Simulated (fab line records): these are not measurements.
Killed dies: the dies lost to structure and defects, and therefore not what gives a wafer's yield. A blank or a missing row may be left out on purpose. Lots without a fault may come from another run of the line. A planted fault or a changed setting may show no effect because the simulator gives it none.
fab line records | flow n5_finfet
[record] lots = 10 wafers = 30 last_day = 17
route steps=1938 shown BEOL_M4@1111 BEOL_M5@1145 BEOL_M15@1817 MIM_TOP@1836 PASSIVATION@1936
lots with no fault: from the same line, run without faults
start_h: the number of hours between the record's first day and the start of the first shown wafer of the lot | wait_h: how many hours have passed since the lot's step before this one | " the same as in the row above | L1.1+2: a row that stands for several wafers | - no value, or no start was given | * or withheld: withheld | < > ~ a bound
route shown NAME@n: a module of which the file shows steps, and the number in the route of the first | usual: average and standard deviation across the fault-free wafers | same: alike in all rows | chamber/n: place in a boat | sites: per-site readings | _std_site: how widely they spread, as a standard deviation | _edge_site: mean of outer sites minus mean of inner sites | radius_mm: how far each site lies from the wafer's centre | mask NAME#n: copy n | behind: the most recent tool/chamber to have shaped the wafer | hold: why the lot was held/for how many hours/how that ended | device: whichever transistor did not switch (one of n, p or np) | end of line: at the end of the route, the tests of the same wafers | a step without rows: its recipe alone | killed: not the wafer's yield, but the dies lost to structure and defects at the first sort | map: the dies of a wafer, with x for killed, . for not killed, _ for no die there
set.NAME: the setting the step ran with; set.NAME@STEP: the setting that earlier step ran with | model.NAME: the simulator's own value behind a step, which no gauge read
steps of the route over a sample of lots; a table a step, a row a wafer
services: from which hour (start_h, from the record's first day; less than 0 if before it) a tool's chamber was out of use, for how many hours, and why
[[steps]]
[step N5_BEOL_M4_RC_MEAS_101]
[usual] DIBL_N = 35.9/1.8 DIBL_P = 36.2/2 IOFF_N = 0.16/0.031 IOFF_P = 0.22/0.041 ION_N = 676/11 ION_P = 465/8.5 SS_N = 71.4/0.64 SS_P = 73.2/0.7 VT_N = 250/3.5 VT_P = -250/3.9
// columns lot.wafer tool chamber start_h wait_h DIBL_N[mV/V] DIBL_P[mV/V] IOFF_N[nA/um] IOFF_P[nA/um] ION_N[uA/um] ION_P[uA/um] SS_N[mV/dec] SS_P[mV/dec] VT_N[mV] VT_P[mV]
L607.2 prober-01 0 172.38 0.2 35.4 35.3 0.13 0.22 672 466 71.4 72.4 255 -249
L607.3 " 0 " " 36.9 37.8 0.17 0.29 694 484 71.1 73.3 249 -244
L607.6 " 0 " " 35.3 34.9 0.14 0.23 674 476 70.7 73.0 252 -246
L614.1 prober-01 0 214.18 0.0 34.1 32.5 0.12 0.19 672 468 71.3 72.5 253 -250
L614.3 " 0 " " 36.5 35.7 0.17 0.24 682 464 71.4 73.8 247 -247
L614.6 " 0 " " 36.3 35.0 0.16 0.22 675 459 71.6 72.7 249 -247
L616.3 prober-01 0 218.98 0.3 36.3 36.6 0.16 0.25 678 470 70.6 73.6 247 -242
L616.4 " 0 " " 36.3 36.9 0.16 0.26 673 465 71.3 72.8 249 -245
L616.5 " 0 " " 36.5 36.9 0.16 0.25 688 477 71.2 72.9 249 -246
L618.2 prober-01 0 242.24 0.2 36.9 35.8 0.16 0.21 675 461 72.6 73.1 249 -250
L618.3 " 0 " " 35.8 34.5 0.14 0.19 665 453 71.9 73.6 251 -252
L618.5 " 0 " " 37.7 36.8 0.17 0.23 680 463 71.8 73.5 249 -247
L619.1 prober-02 0 243.81 0.0 35.2 36.3 0.16 0.22 689 471 71.2 74.0 249 -249
L619.4 " 0 " " 35.5 36.5 0.17 0.22 673 463 71.4 74.3 247 -249
L619.6 " 0 " " 32.4 32.3 0.11 0.17 650 456 71.5 72.7 256 -249
L620.1 prober-01 0 252.03 0.0 34.1 35.4 0.15 0.19 672 461 70.4 73.0 250 -252
L620.4 " 0 " " 33.9 34.9 0.13 0.18 663 459 71.3 72.6 251 -253
L620.5 " 0 " " 32.4 33.7 0.12 0.16 674 463 70.7 72.8 251 -255
L625.1 prober-02 0 284.66 0.0 36.1 35.7 0.13 0.20 661 461 70.1 73.6 252 -250
L625.2 " 0 " " 42.1 43.3 0.29 0.37 712 481 71.9 74.9 239 -239
L625.6 " 0 " " 37.3 37.6 0.16 0.25 677 469 70.5 74.3 250 -246
L626.1 prober-01 0 290.67 0.0 38.3 40.2 0.22 0.28 679 470 72.5 74.3 247 -245
L626.4 " 0 " " 38.3 39.0 0.20 0.26 685 476 72.2 73.0 246 -246
L626.5 " 0 " " 37.5 37.9 0.18 0.24 678 464 72.2 73.7 248 -247
L627.1 prober-01 0 292.51 0.0 36.6 37.1 0.16 0.25 684 476 71.8 72.6 248 -247
L627.5 " 0 " " 37.2 37.5 0.16 0.26 673 470 71.3 73.7 251 -247
L627.6 " 0 " " 38.2 39.3 0.21 0.30 702 484 71.5 73.6 244 -246
L629.2 prober-02 0 308.80 0.2 35.1 35.2 0.14 0.21 684 470 71.1 72.6 247 -248
L629.3 " 0 " " 37.9 37.1 0.18 0.24 691 473 71.3 74.2 248 -248
L629.5 " 0 " " 37.0 36.8 0.16 0.24 678 470 71.6 73.5 248 -248
[step N5_BEOL_M5_EXPOSE_25]
[recipe] mask_id = V4 na = 0.33 source_shape = quasar sigma_inner = 0.2 sigma_outer = 0.6 polarization = unpolarized defocus_nm = 10 dose_mj = 52.75
[usual] reticle_temp_C = 23.01/0.091 stage_msd_nm = 0.84/0.046
// columns lot.wafer tool chamber start_h wait_h mask reticle_temp_C stage_msd_nm
L607.2 euv_scanner-01 0 175.57 - V4#0 22.94 0.90
L607.3 " 0 " " V4#0 23.02 0.90
L607.6 " 0 " " V4#0 22.91 0.90
L614.1 euv_scanner-02 0 217.60 - V4#0 22.94 0.81
L614.3 " 0 " " V4#0 22.99 0.81
L614.6 " 0 " " V4#0 22.99 0.81
L616.3 euv_scanner-02 0 223.40 - V4#0 22.99 0.80
L616.4 " 0 " " V4#0 22.86 0.80
L616.5 " 0 " " V4#0 22.97 0.81
L618.2 euv_scanner-02 0 247.20 - V4#0 22.98 0.80
L618.3 " 0 " " V4#0 22.93 0.80
L618.5 " 0 " " V4#0 22.76 0.80
L619.1 euv_scanner-02 0 252.26 - V4#0 23.13 0.80
L619.4 " 0 " " V4#0 22.87 0.80
L619.6 " 0 " " V4#0 22.86 0.80
L620.1 euv_scanner-02 0 258.41 - V4#0 23.19 0.80
L620.4 " 0 " " V4#0 22.98 0.80
L620.5 " 0 " " V4#0 23.01 0.80
L625.1 euv_scanner-02 0 289.17 - V4#0 23.27 0.80
L625.2 " 0 " " V4#0 23.04 0.79
L625.6 " 0 " " V4#0 23.03 0.79
L627.1 euv_scanner-02 0 296.19 - V4#0 23.01 0.79
L627.5 " 0 " " V4#0 22.98 0.79
L627.6 " 0 " " V4#0 22.87 0.79
L626.1 euv_scanner-01 0 296.36 - V4#0 22.99 0.89
L626.4 " 0 " " V4#0 22.99 0.89
L626.5 " 0 " " V4#0 23.10 0.89
L629.2 euv_scanner-01 0 312.74 - V4#0 22.99 0.89
L629.3 " 0 " " V4#0 23.10 0.89
L629.5 " 0 " " V4#0 22.93 0.89
[step N5_BEOL_M15_DEGAS_41]
[recipe] ambient = vacuum temp_c = 300 time_s = 60
[usual] heater_power_w = 472/51
// columns lot.wafer tool chamber start_h wait_h heater_power_w
L607.2 pvd_sputter-02 - 270.02 0.4 519
L607.3 " - " " 427
L607.6 " - " " 515
L614.1 pvd_sputter-01 - 312.74 1.9 492
L614.3 " - " " 384
L614.6 " - " " 387
L616.3 pvd_sputter-03 - 316.43 1.3 469
L616.4 " - " " 473
L616.5 " - " " 475
L618.2 pvd_sputter-01 - 332.34 0.1 499
L618.3 " - " " 391
L618.5 " - " " 498
L619.1 pvd_sputter-02 - 338.27 0.4 507
L619.4 " - " " 452
L619.6 " - " " 445
L620.1 pvd_sputter-03 - 362.70 0.3 506
L620.4 " - " " 505
L620.5 " - " " 473
L625.6 pvd_sputter-03 - 375.55 0.4 476
L627.1 pvd_sputter-01 - 379.51 0.3 482
L626.1 pvd_sputter-02 - 383.82 0.5 510
L626.4 " - " " 436
L626.5 " - " " 456
L629.2 pvd_sputter-02 - 393.42 0.0 454
L629.3 " - " " 370
L629.5 " - " " 510
[step N5_BEOL_M15_SPUTTER_45]
[recipe] material = Cu target_thk_a = 1000 temp_c = -20 bias_v = 60 power_w = 26000 chamber_pressure_pa = 0.13 time_s = 16.67
[usual] chamber_pressure_pa = 0.12999/0.00026 chuck_sensor_temp_C = -16.0/0.53 throttle_valve_pct = 29.9/1.2
// columns lot.wafer tool chamber start_h wait_h chamber_pressure_pa chuck_sensor_temp_C throttle_valve_pct
L607.2 pvd_sputter-02 - 270.26 0.0 0.13017 -16.1 31.1
L607.3 " - " " 0.13005 -15.8 29.7
L607.6 " - " " 0.13034 -16.1 31.0
L614.1 pvd_sputter-01 - 312.98 0.0 0.12948 -16.5 27.9
L614.3 " - " " 0.13011 -16.0 29.9
L614.6 " - " " 0.13027 -16.1 29.8
L616.3 pvd_sputter-03 - 316.67 0.0 0.12935 -15.5 28.1
L616.4 " - " " 0.12988 -16.1 31.0
L616.5 " - " " 0.12997 -16.0 31.0
L618.2 pvd_sputter-01 - 332.58 0.0 0.13024 -16.4 27.9
L618.3 " - " " 0.12997 -16.0 29.8
L618.5 " - " " 0.13012 -16.3 27.8
L619.1 pvd_sputter-02 - 338.51 0.0 0.13 -16.2 31.2
L619.4 " - " " 0.12994 -16.3 31.2
L619.6 " - " " 0.13021 -16.2 30.9
L620.1 pvd_sputter-03 - 362.94 0.0 0.13029 -15.9 29.0
L620.4 " - " " 0.13006 -15.0 30.7
L620.5 " - " " 0.13015 -15.9 30.9
L625.6 pvd_sputter-03 - 375.81 0.0 0.13028 -15.8 31.0
L627.1 pvd_sputter-01 - 379.75 0.0 0.12938 -16.4 27.6
L626.1 pvd_sputter-02 - 384.06 0.0 0.13019 -16.1 31.1
L626.4 " - " " 0.12918 -16.3 31.0
L626.5 " - " " 0.12989 -16.3 31.0
L629.2 pvd_sputter-02 - 393.66 0.0 0.12956 -16.4 31.4
L629.3 " - " " 0.13014 -16.6 28.4
L629.5 " - " " 0.1296 -16.1 31.2
[step N5_MIM_TOP_ALD_02]
[recipe] material = Al2O3 target_thk_a = * temp_c = withheld ald_precursor_family = TMA ald_co_reactant = O3 pulse_time_s = withheld purge_time_s = 3 co_reactant_purge_time_s = withheld co_reactant_pulse_time_s = 3 ald_cycles = withheld
[usual] precursor_pulse_height_rel = 0.999/0.021
// columns lot.wafer tool chamber start_h wait_h precursor_pulse_height_rel
L607.2 ald_hk-02 0 - - 1.017
L607.3 " 1 " " 0.987
L607.6 " 0 " " 1.009
L614.1 ald_hk-02 0 - - 1.003
L614.3 " 1 " " 0.991
L614.6 " 0 " " 0.978
L616.3 ald_hk-02 3 - - 1.010
L616.4 " 1 " " 1.011
L616.5 " 0 " " 1.012
L618.2 ald_hk-01 0 - - 1.020
L618.3 " 2 " " 1.027
L618.5 " 0 " " 0.983
L619.1 ald_hk-03 1 - - 0.977
L619.4 " 0 " " 0.983
L619.6 " 2 " " 1.008
L620.1 ald_hk-03 2 - - 1.014
L620.4 " 1 " " 0.977
L620.5 " 3 " " 0.998
L625.6 ald_hk-02 3 - - 0.997
L627.1 ald_hk-03 2 - - 1.001
L626.1 ald_hk-02 1 - - 0.965
L626.4 " 2 " " 1.015
L626.5 " 1 " " 0.986
L629.2 ald_hk-02 3 - - 1.023
L629.3 " 2 " " 1.009
L629.5 " 0 " " 0.992
[step N5_PASSIVATION_PROBE_49]
[usual] defect_limited_yield = 91.3/1.3 killed_at_M0_to_M3 = 35/9.3 killed_at_M4_up = 14/5.2 killed_at_contacts = 12/5.9 killed_at_front_end = 38/11 killed_at_other = 4/3.7 killed_dies = 103/15 killed_on_rim = 14/4 killed_open = 67/12 killed_short = 34/8 sort_bin_5_function = 5.1/0.88 sort_bin_6_memory = 3.3/0.65 sort_n_pass = 1077/15 sort_yield_pct = 91.3/1.3
[same] gross_dies = 1180 killed_at_back_side = 0 sort_bin_4_leakage[%] = 0 sort_bin_8_speed[%] = 0
// columns lot.wafer tool chamber start_h wait_h defect_limited_yield[%] killed_at_M0_to_M3 killed_at_M4_up killed_at_contacts killed_at_front_end killed_at_other killed_dies killed_on_rim killed_open killed_short sort_bin_5_function[%] sort_bin_6_memory[%] sort_n_pass sort_yield_pct[%]
L625.1 prober-02 - 394.32 0.0 0 33 1080 14 45 8 1180 152 81 33 5.7 3.7 0 0
L625.2 prober-02 - 394.37 0.1 0 30 1081 14 50 5 1180 152 75 34 5.0 3.8 0 0
L625.6 prober-02 - 394.57 0.3 71.1 42 241 12 39 7 341 40 88 28 17.7 9.9 839 71.1
L627.1 prober-01 - 397.83 0.0 83.3 34 98 11 40 14 197 23 72 34 9.1 6.9 983 83.3
L627.5 prober-01 - 398.03 0.2 0 25 1095 26 30 4 1180 152 71 28 5.3 2.6 0 0
L627.6 prober-01 - 398.08 0.3 0 31 1092 15 35 7 1180 152 59 37 4.8 3.2 0 0
// killed by level:class
L625.1 BEOL_M5:area_expose=1066 MOL_CONTACT_COAG:geometric_particle:open=10 FIN_SAQP:geometric_particle:open=9 STI_FIN_REVEAL:geometric_particle:open=9 DUMMY_GATE:geometric_particle:open=9 BEOL_M0:geometric_particle:open=8 BEOL_M0_SAQP:geometric_particle:open=6 BEOL_M2:geometric_particle:open=5
L625.2 BEOL_M5:area_expose=1070 STI_FIN_REVEAL:geometric_particle:open=16 MOL_CONTACT_COAG:geometric_particle:open=10 BEOL_M2:geometric_particle:open=10 DUMMY_GATE:geometric_particle:open=8 FIN_SAQP:geometric_particle:short=6 BEOL_M5:geometric_particle:open=5 GATE_CUT:geometric_particle:short=4
L625.6 BEOL_M5:area_expose=222 BEOL_M0_SAQP:geometric_particle:open=14 DUMMY_GATE:geometric_particle:open=11 MOL_CONTACT_COAG:geometric_particle:open=10 STI_FIN_REVEAL:geometric_particle:open=8 BEOL_M5:geometric_particle:open=7 FIN_SAQP:geometric_particle:open=6 BEOL_M2:geometric_particle:open=6
L627.1 BEOL_M5:area_expose=90 MOL_CONTACT_COAG:geometric_particle:open=11 BEOL_M3:geometric_particle:open=10 STI_FIN_REVEAL:geometric_particle:open=8 GATE_CUT:geometric_particle:short=6 BEOL_M0_SAQP:geometric_particle:short=6 BEOL_M0_SAQP:geometric_particle:open=6 DUMMY_GATE:geometric_particle:open=5
L627.5 BEOL_M5:area_expose=1081 MOL_CONTACT_COAG:geometric_particle:open=19 BEOL_M3:geometric_particle:open=11 MOL_CONTACT_COAG:geometric_particle:short=7 BEOL_M4:geometric_particle:open=6 STI_FIN_REVEAL:geometric_particle:open=5 BEOL_M2:geometric_particle:open=5 FIN_SAQP:geometric_particle:open=4
L627.6 BEOL_M5:area_expose=1083 MOL_CONTACT_COAG:geometric_particle:open=12 BEOL_M0_SAQP:geometric_particle:short=9 FIN_SAQP:geometric_particle:open=7 BEOL_M0_SAQP:geometric_particle:open=7 DUMMY_GATE:geometric_particle:open=5 DUMMY_GATE:geometric_particle:short=4 GATE_CUT:geometric_particle:short=4
[[services]]
// columns tool chamber start_h hours kind
euv_scanner-01 - 160.24 4.6 pm
euv_scanner-01 - 168.56 1.0 pm
euv_scanner-02 - 179.61 1.0 pm
euv_scanner-01 - 224.75 1.0 pm
euv_scanner-01 0 230.91 - calibration
euv_scanner-02 - 235.76 1.0 pm
pvd_sputter-03 - 254.06 7.5 repair
euv_scanner-01 - 254.81 5.8 pm
euv_scanner-02 - 262.30 4.6 pm
euv_scanner-01 - 280.86 1.0 pm
euv_scanner-02 - 291.91 1.0 pm
ald_hk-02 - 300.51 8.7 pm
euv_scanner-02 0 315.79 - calibration
ald_hk-03 - 324.71 0.8 repair
euv_scanner-01 - 332.84 4.6 pm
ald_hk-01 - 336.89 8.7 pm
euv_scanner-01 - 347.44 0.1 repair
euv_scanner-02 - 348.06 1.0 pm
pvd_sputter-01 - 351.60 5.5 repair
ald_hk-03 - 370.86 8.7 pm
ald_hk-02 - 391.50 2.8 pm
euv_scanner-01 - 393.16 1.0 pm
[[key]]
[first_sign] step = N5_PASSIVATION_PROBE_49 reading = killed_at_M4_up direction = up sigmas = 99+ usual = 14 struck = 781
[effect] step = N5_PASSIVATION_PROBE_49 reading = killed_dies direction = up sigmas = 50 usual = 103 struck = 876
[more_kills_born_at] N5_BEOL_M5_EXPOSE_25@euv_scanner-02 = 4612
met_at N5_BEOL_M5_EXPOSE_25
struck_lots L625,L627
later_rows_left_out L625.1,L625.2,L627.5,L627.6
[loop_trim] step = N5_BEOL_M5_EXPOSE_25 setting = dose lots = L627
not_acting_at N5_BEOL_M15_DEGAS_41,N5_BEOL_M15_SPUTTER_45,N5_MIM_TOP_ALD_02
onset_between 258.41 289.17
[fault] kind = process_parameter_drift tool = euv_scanner-02 chamber = - onset_h = 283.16 steps = N5_BEOL_M5_EXPOSE_25 channel = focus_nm offset = 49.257 spread_by_wafer = 0.3 shape = step end_h = 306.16
// later_rows_left_out: the simulator's readings of these wafers behind a module that went badly wrong aren't trusted and aren't shown, but for the sort
// loop_trim: a control loop set the setting to another value than it would have without faults
